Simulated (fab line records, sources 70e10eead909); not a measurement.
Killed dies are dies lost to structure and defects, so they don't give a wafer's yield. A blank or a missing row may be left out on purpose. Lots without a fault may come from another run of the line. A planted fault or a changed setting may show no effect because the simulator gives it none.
Which tool did it? | flow nand_harc | 24 lots, 72 wafers sampled, at 6 steps of a route of 1302

WHAT THE GAUGES READ, wafer by wafer
NHARC_P_M2_CD_MEAS_16. Usual: cd_nm 170.1 nm, standard deviation 1.3.
lot  | measured     | on        | cd_nm (nm)        | flag
L074 | day 6 10:39  | cd_sem-01 | 169.5 169.2 169.0 |
L075 | day 7 01:01  | cd_sem-02 | 171.9 171.7 171.4 |
L076 | day 7 03:47  | cd_sem-02 | 172.2 172.7 172.3 |
L077 | day 7 14:26  | cd_sem-03 | 170.1 169.9 169.6 |
L078 | day 8 05:16  | cd_sem-03 | 172.6 170.9 172.0 |
L079 | day 8 10:31  | cd_sem-03 | 172.2 168.2 171.0 |
L080 | day 8 21:55  | cd_sem-01 | 169.0 170.8 169.1 |
L081 | day 9 05:50  | cd_sem-01 | 170.0 169.8 170.8 |
L082 | day 9 20:01  | cd_sem-02 | 169.6 169.9 170.1 |
L083 | day 10 04:32 | cd_sem-01 | 169.1 169.8 170.6 |
L084 | day 10 18:13 | cd_sem-02 | 170.2 171.0 171.3 |
L085 | day 11 00:22 | cd_sem-03 | 169.7 169.9 169.9 |
L086 | day 11 13:06 | cd_sem-01 | 169.1 170.6 169.8 |
L087 | day 11 16:55 | cd_sem-03 | 171.3 168.9 168.9 |
L089 | day 12 13:56 | cd_sem-03 | 169.1 172.2 170.0 |
L088 | day 12 17:10 | cd_sem-02 | 172.6 171.9 171.7 |
L090 | day 13 03:35 | cd_sem-02 | 167.1 167.8 168.9 |
L091 | day 13 08:40 | cd_sem-03 | 168.6 169.4 169.2 |
L092 | day 13 21:08 | cd_sem-03 | 170.9 169.2 171.4 |
L093 | day 14 08:08 | cd_sem-02 | 168.9 169.0 170.5 |
L094 | day 14 14:49 | cd_sem-01 | 171.8 170.4 170.2 |
L095 | day 15 03:47 | cd_sem-02 | 168.2 168.9 170.1 |
L096 | day 15 13:16 | cd_sem-02 | 171.0 170.2 170.0 |
L097 | day 15 20:26 | cd_sem-02 | 170.9 169.8 171.3 |

NHARC_P_M2_INSPECT_27. Usual: raw_defect_count 319, standard deviation 110.
lot  | measured     | on                | raw_defect_count | flag
L074 | day 6 12:59  | defect_inspect-02 | 320 453 286      |
L075 | day 7 03:17  | defect_inspect-01 | 347 243 337      |
L076 | day 7 06:04  | defect_inspect-01 | 330 200 214      |
L077 | day 7 16:45  | defect_inspect-01 | 557 339 241      |
L078 | day 8 07:32  | defect_inspect-01 | 413 274 383      |
L079 | day 8 12:49  | defect_inspect-01 | 384 317 242      |
L080 | day 9 00:11  | defect_inspect-01 | 463 368 229      |
L081 | day 9 08:07  | defect_inspect-01 | 269 174 214      |
L082 | day 9 22:18  | defect_inspect-02 | 325 213 169      |
L083 | day 10 06:53 | defect_inspect-01 | 207 316 216      |
L084 | day 10 20:58 | defect_inspect-01 | 373 510 415      |
L085 | day 11 02:39 | defect_inspect-01 | 185 288 215      |
L086 | day 11 15:22 | defect_inspect-02 | 462 237 338      |
L087 | day 11 19:11 | defect_inspect-01 | 471 449 686      |
L089 | day 12 16:31 | defect_inspect-01 | 642 281 221      |
L088 | day 12 19:29 | defect_inspect-01 | 250 255 218      |
L090 | day 13 05:50 | defect_inspect-01 | 571 229 389      |
L091 | day 13 11:01 | defect_inspect-01 | 220 347 379      |
L092 | day 13 23:25 | defect_inspect-01 | 291 270 253      |
L093 | day 14 10:24 | defect_inspect-01 | 160 362 392      |
L094 | day 14 17:05 | defect_inspect-02 | 265 284 320      |
L095 | day 15 06:03 | defect_inspect-02 | 212 193 213      |
L096 | day 15 15:32 | defect_inspect-02 | 197 624 325      |
L097 | day 15 22:52 | defect_inspect-01 | 241 249 297      |

NHARC_A_CHANNEL_FILL_D1_INSPECT_13. Usual: raw_defect_count 295, standard deviation 100.
lot  | measured     | on                | raw_defect_count | flag
L074 | day 10 12:58 | defect_inspect-02 | 281 345 491      |
L075 | day 11 10:11 | defect_inspect-02 | 239 379 168      |
L076 | day 11 10:11 | defect_inspect-01 | 351 449 265      |
L077 | day 12 01:37 | defect_inspect-01 | 230 262 246      |
L078 | day 12 12:31 | defect_inspect-01 | 229 194 187      |
L079 | day 12 22:08 | defect_inspect-01 | 175 294 153      |
L080 | day 13 09:56 | defect_inspect-01 | 297 391 248      |
L081 | day 13 16:47 | defect_inspect-01 | 344 440 299      |
L082 | day 14 06:54 | defect_inspect-01 | 231 293 219      |
L083 | day 14 16:46 | defect_inspect-01 | 571 265 362      |
L084 | day 15 12:05 | defect_inspect-02 | 342 244 339      |
L085 | day 15 15:40 | defect_inspect-01 | 442 340 421      |
L086 | day 15 21:37 | defect_inspect-01 | 330 454 181      |
L087 | day 15 21:36 | defect_inspect-02 | 571 304 518      |
L089 | day 17 00:37 | defect_inspect-02 | 187 430 282      |
L088 | day 17 00:38 | defect_inspect-02 | 171 326 254      |
L090 | day 17 14:17 | defect_inspect-02 | 393 360 505      |
L091 | day 17 14:17 | defect_inspect-01 | 231 115 258      |
L092 | day 18 09:01 | defect_inspect-01 | 353 391 283      |
L093 | day 18 15:01 | defect_inspect-02 | 290 184 164      |
L094 | day 19 03:52 | defect_inspect-01 | 184 173 252      |
L095 | day 19 15:25 | defect_inspect-01 | 287 262 238      |
L096 | day 20 00:07 | defect_inspect-02 | 278 169 143      |
L097 | day 20 08:13 | defect_inspect-02 | 287 385 403      |

WHICH TOOL RAN EACH LOT (tool, then ch and the chambers of the sampled wafers, then the start)
lot  | NHARC_P_M2_CMP_23             | NHARC_A_ZERO_WELL_ETCH_19          | NHARC_A_CHANNEL_HOLE_D1_ETCH_25
L074 | cmp-01 ch 1,2,3, day 6 12:31  | rie_diel-02 ch 1,2,3, day 6 19:10  | har_etch-02 ch 0,1, day 8 13:03
L075 | cmp-03 ch 1,2, day 7 02:49    | rie_diel-02 ch 2,3, day 7 09:38    | har_etch-01 ch 0,1, day 9 07:23
L076 | cmp-04 ch 0,1, day 7 05:35    | rie_diel-02 ch 0,1,3, day 7 11:55  | har_etch-02 ch 0,1, day 9 08:55
L077 | cmp-01 ch 0,1,3, day 7 16:19  | rie_diel-04 ch 0,1, day 7 22:58    | har_etch-02 ch 0, day 9 20:59
L078 | cmp-04 ch 1,2, day 8 07:04    | rie_diel-02 ch 0,2,3, day 8 13:23  | har_etch-01 ch 0,1, day 10 07:29
L079 | cmp-04 ch 0,2, day 8 12:22    | rie_diel-02 ch 0,3, day 8 18:41    | har_etch-01 ch 0, day 10 18:09
L080 | cmp-03 ch 0,3, day 8 23:43    | rie_diel-02 ch 0,2, day 9 06:20    | har_etch-01 ch 0,1, day 11 05:20
L081 | cmp-04 ch 0,1, day 9 07:38    | rie_diel-04 ch 1,3, day 9 14:07    | har_etch-01 ch 0,1, day 11 13:47
L082 | cmp-04 ch 0,2, day 9 21:51    | rie_diel-04 ch 0,1,3, day 10 04:23 | har_etch-01 ch 0,1, day 11 23:56
L083 | cmp-03 ch 2,3, day 10 06:26   | rie_diel-08 ch 0,1, day 10 13:07   | har_etch-01 ch 0,1, day 12 10:14
L084 | cmp-04 ch 1,3, day 10 20:31   | rie_diel-02 ch 2,3, day 11 03:07   | har_etch-02 ch 1, day 13 08:07
L085 | cmp-01 ch 0,1,2, day 11 02:11 | rie_diel-02 ch 1,2,3, day 11 08:50 | har_etch-01 ch 1, day 13 09:28
L086 | cmp-04 ch 0,1,3, day 11 14:54 | rie_diel-02 ch 1,2,3, day 11 21:29 | har_etch-01 ch 0,1, day 13 18:01
L087 | cmp-03 ch 1,2,3, day 11 18:42 | rie_diel-02 ch 0,1,2, day 12 01:11 | har_etch-02 ch 0,1, day 13 18:40
L089 | cmp-04 ch 0,1, day 12 16:02   | rie_diel-02 ch 1,2,3, day 12 22:52 | har_etch-01 ch 0, day 14 19:55
L088 | cmp-04 ch 2,3, day 12 19:01   | rie_diel-02 ch 0,1, day 13 01:35   | har_etch-02 ch 0,1, day 14 18:55
L090 | cmp-03 ch 0,1,3, day 13 05:24 | rie_diel-02 ch 1,3, day 13 11:52   | har_etch-02 ch 0,1, day 15 08:44
L091 | cmp-03 ch 0,2,3, day 13 10:32 | rie_diel-02 ch 1,2,3, day 13 16:51 | har_etch-01 ch 0,1, day 15 08:04
L092 | cmp-01 ch 2,3, day 13 22:58   | rie_diel-02 ch 0,1, day 14 05:23   | har_etch-01 ch 0, day 16 02:38
L093 | cmp-04 ch 0,2,3, day 14 09:56 | rie_diel-02 ch 0,3, day 14 16:21   | har_etch-02 ch 0,1, day 16 10:23
L094 | cmp-01 ch 0,1,2, day 14 16:37 | rie_diel-02 ch 0,2,3, day 14 23:18 | har_etch-01 ch 0,1, day 17 00:36
L095 | cmp-03 ch 2,3, day 15 05:37   | rie_diel-02 ch 0,1,2, day 15 11:55 | har_etch-01 ch 0,1, day 17 12:40
L096 | cmp-03 ch 1,2,3, day 15 15:04 | rie_diel-02 ch 1,3, day 15 21:31   | har_etch-02 ch 0,1, day 17 19:45
L097 | cmp-04 ch 0,2,3, day 15 22:26 | rie_diel-04 ch 0,1,3, day 16 04:50 | har_etch-01 ch 0,1, day 18 04:38
- NHARC_P_M2_CMP_23: polishes, t overpolish 20 s, target thk 144.3 nm.
- NHARC_A_ZERO_WELL_ETCH_19: etches the open film in N2/H2, target depth 80 nm, overetch 24 nm, time 87.88 s.
- NHARC_A_CHANNEL_HOLE_D1_ETCH_25: etches the open film in C4F8/O2/Ar, time 1040.2 s, target depth 1500 nm.

WHAT THE TOOLS THEMSELVES READ (means of the sampled wafers that have a number; where no wafer has one, the mark that the record gives instead)
NHARC_P_M2_CMP_23. Usual: edge_zone_pressure_frac 0.999, standard deviation 0.0047; motor_current_A 11.9 A, standard deviation 1.2; retaining_ring_pressure_frac 1.001, standard deviation 0.005; slurry_flow_ml_min 150.0, standard deviation 0.43; time_to_endpoint_s 28 s, standard deviation 3.3.
lot  | tool   | edge_zone_pressure_frac | motor_current_A (A) | retaining_ring_pressure_frac | slurry_flow_ml_min | time_to_endpoint_s (s) | flag
L074 | cmp-01 | 0.999                   | 10.8                | 0.998                        | 150.1              | 29                     |
L075 | cmp-03 | 1.003                   | 11.4                | 1.001                        | 150.2              | 30                     |
L076 | cmp-04 | 1.000                   | 12.5                | 1.003                        | 150.1              | 31                     |
L077 | cmp-01 | 1.000                   | 10.8                | 1.004                        | 150.0              | 29                     |
L078 | cmp-04 | 1.001                   | 13.3                | 0.994                        | 149.6              | 30                     |
L079 | cmp-04 | 1.001                   | 14.1                | 0.995                        | 149.9              | 27                     |
L080 | cmp-03 | 1.001                   | 11.5                | 1.002                        | 150.0              | 31                     |
L081 | cmp-04 | 0.997                   | 12.7                | 0.997                        | 149.5              | 31                     |
L082 | cmp-04 | 1.001                   | 13.6                | 1.001                        | 150.1              | 28                     |
L083 | cmp-03 | 1.000                   | 11.2                | 1.002                        | 150.6              | 28                     |
L084 | cmp-04 | 1.002                   | 11.3                | 1.002                        | 150.2              | 28                     |
L085 | cmp-01 | 0.999                   | 10.9                | 0.998                        | 150.3              | 27                     |
L086 | cmp-04 | 0.997                   | 12.0                | 1.000                        | 150.1              | 28                     |
L087 | cmp-03 | 0.996                   | 11.4                | 1.004                        | 149.7              | 25                     |
L089 | cmp-04 | 0.998                   | 12.5                | 1.006                        | 149.8              | 32                     |
L088 | cmp-04 | 1.000                   | 13.1                | 1.007                        | 150.1              | 26                     |
L090 | cmp-03 | 0.998                   | 11.3                | 1.003                        | 150.1              | 27                     |
L091 | cmp-03 | 1.002                   | 12.0                | 1.003                        | 150.1              | 30                     |
L092 | cmp-01 | 0.998                   | 11.4                | 0.996                        | 149.9              | 25                     |
L093 | cmp-04 | 0.995                   | 12.6                | 1.000                        | 150.0              | 25                     |
L094 | cmp-01 | 0.999                   | 10.8                | 0.997                        | 149.9              | 28                     |
L095 | cmp-03 | 1.003                   | 11.5                | 0.999                        | 150.3              | 30                     |
L096 | cmp-03 | 1.000                   | 11.4                | 1.000                        | 150.1              | 27                     |
L097 | cmp-04 | 1.003                   | 12.5                | 0.999                        | 149.8              | 25                     |

NHARC_A_ZERO_WELL_ETCH_19. Usual: drypump_motor_current_A 5.91 A, standard deviation 0.26; mfc_ar_sccm 0.012 sccm, standard deviation 0.011; oes_product_au 1.000 a.u., standard deviation 0.013; rf_vpp_V 430.7 V, standard deviation 2.9; showerhead_plenum_p_Torr 2.05 Torr, standard deviation 0.099; throttle_valve_pct 14.172 %, standard deviation 0.0091.
lot  | tool        | drypump_motor_current_A (A) | mfc_ar_sccm (sccm) | oes_product_au (a.u.) | rf_vpp_V (V) | showerhead_plenum_p_Torr (Torr) | throttle_valve_pct (%) | flag
L074 | rie_diel-02 | 5.95                        | 0.019              | 0.997                 | 429.5        | 2.02                            | 14.171                 |
L075 | rie_diel-02 | 6.00                        | 0.025              | 0.981                 | 429.9        | 2.02                            | 14.177                 |
L076 | rie_diel-02 | 5.96                        | 0.011              | 0.999                 | 431.1        | 2.08                            | 14.174                 |
L077 | rie_diel-04 | 5.84                        | 0.009              | 0.991                 | 433.3        | 2.13                            | 14.171                 |
L078 | rie_diel-02 | 6.01                        | 0.017              | 0.994                 | 431.5        | 2.08                            | 14.175                 |
L079 | rie_diel-02 | 6.06                        | 0.017              | 0.998                 | 433.8        | 2.16                            | 14.171                 |
L080 | rie_diel-02 | 5.98                        | 0.008              | 0.991                 | 431.7        | 2.07                            | 14.171                 |
L081 | rie_diel-04 | 5.15                        | 0.006              | 0.998                 | 428.3        | 1.97                            | 14.174                 |
L082 | rie_diel-04 | 5.50                        | 0.008              | 1.005                 | 430.8        | 2.05                            | 14.169                 |
L083 | rie_diel-08 | 5.69                        | 0.000              | 1.014                 | 429.9        | 2.02                            | 14.173                 |
L084 | rie_diel-02 | 6.05                        | 0.025              | 0.995                 | 432.4        | 2.10                            | 14.172                 |
L085 | rie_diel-02 | 5.93                        | 0.019              | 1.004                 | 429.6        | 2.02                            | 14.171                 |
L086 | rie_diel-02 | 5.95                        | 0.019              | 1.007                 | 429.4        | 2.02                            | 14.169                 |
L087 | rie_diel-02 | 5.91                        | 0.011              | 1.007                 | 429.1        | 2.01                            | 14.174                 |
L089 | rie_diel-02 | 5.95                        | 0.019              | 1.009                 | 430.2        | 2.02                            | 14.165                 |
L088 | rie_diel-02 | 5.94                        | 0.003              | 0.989                 | 431.4        | 2.07                            | 14.178                 |
L090 | rie_diel-02 | 5.88                        | 0.014              | 1.006                 | 430.3        | 2.02                            | 14.170                 |
L091 | rie_diel-02 | 5.94                        | 0.019              | 1.007                 | 429.7        | 2.02                            | 14.171                 |
L092 | rie_diel-02 | 5.93                        | 0.003              | 0.990                 | 431.8        | 2.07                            | 14.176                 |
L093 | rie_diel-02 | 6.04                        | 0.009              | 0.985                 | 433.1        | 2.14                            | 14.176                 |
L094 | rie_diel-02 | 6.03                        | 0.017              | 0.999                 | 432.3        | 2.08                            | 14.170                 |
L095 | rie_diel-02 | 5.89                        | 0.011              | 0.995                 | 429.3        | 2.01                            | 14.172                 |
L096 | rie_diel-02 | 6.00                        | 0.020              | 1.015                 | 432.3        | 2.10                            | 14.173                 |
L097 | rie_diel-04 | 5.50                        | 0.008              | 1.000                 | 430.2        | 2.04                            | 14.180                 |

NHARC_A_CHANNEL_HOLE_D1_ETCH_25. Usual: drypump_motor_current_A 5.49 A, standard deviation 0.24; mfc_ar_sccm 374.9 sccm, standard deviation 1.1; showerhead_plenum_p_Torr 3.69 Torr, standard deviation 0.055; throttle_valve_pct 32.235 %, standard deviation 0.0087.
lot  | tool        | drypump_motor_current_A (A) | mfc_ar_sccm (sccm) | showerhead_plenum_p_Torr (Torr) | throttle_valve_pct (%) | flag
L074 | har_etch-02 | 5.54                        | 374.6              | 3.68                            | 32.225                 |
L075 | har_etch-01 | 5.59                        | 374.8              | 3.72                            | 32.236                 |
L076 | har_etch-02 | 5.29                        | 374.8              | 3.72                            | 32.236                 |
L077 | har_etch-02 | 5.75                        | 376.0              | 3.62                            | 32.226                 |
L078 | har_etch-01 | 5.59                        | 374.8              | 3.72                            | 32.241                 |
L079 | har_etch-01 | 5.64                        | 375.2              | 3.71                            | 32.227                 |
L080 | har_etch-01 | 5.60                        | 375.6              | 3.71                            | 32.240                 |
L081 | har_etch-01 | 5.53                        | 374.5              | 3.70                            | 32.234                 |
L082 | har_etch-01 | 5.54                        | 376.0              | 3.70                            | 32.235                 |
L083 | har_etch-01 | 5.59                        | 375.7              | 3.70                            | 32.230                 |
L084 | har_etch-02 | 5.07                        | 374.7              | 3.73                            | 32.227                 |
L085 | har_etch-01 | 5.48                        | 375.0              | 3.69                            | 32.239                 |
L086 | har_etch-01 | 5.59                        | 374.3              | 3.69                            | 32.229                 |
L087 | har_etch-02 | 5.54                        | 375.9              | 3.64                            | 32.246                 |
L089 | har_etch-01 | 5.65                        | 374.3              | 3.68                            | 32.237                 |
L088 | har_etch-02 | 5.53                        | 374.8              | 3.63                            | 32.237                 |
L090 | har_etch-02 | 5.30                        | 374.5              | 3.67                            | 32.239                 |
L091 | har_etch-01 | 5.59                        | 375.2              | 3.68                            | 32.234                 |
L092 | har_etch-01 | 5.65                        | 376.2              | 3.67                            | 32.234                 |
L093 | har_etch-02 | 5.54                        | 374.1              | 3.62                            | 32.247                 |
L094 | har_etch-01 | 5.60                        | 375.0              | 3.66                            | 32.235                 |
L095 | har_etch-01 | 5.54                        | 375.9              | 3.66                            | 32.237                 |
L096 | har_etch-02 | 5.53                        | 374.9              | 3.85                            | 32.241                 |
L097 | har_etch-01 | 5.52                        | 373.3              | 3.65                            | 32.236                 |

THE ANSWER, worked out from the rows above alone
Rule: a lot is off if the mean of its wafers that have a number lies more than 3 standard deviations from the usual mean. A lot without any number at a reading at which 4 lots or more have one is off too. The other lots that the step has rows for count as sound. The gauges are gone through in route order, then the tools' own readings, and for those a lot's mean is taken as printed above. The first step at which some lot is off is used, and at that step the reading that is off furthest; a lot without a number counts as furthest.
No lot is off at any reading shown: from this, nothing can be told.

WHAT THE SIMULATOR HAD PUT IN
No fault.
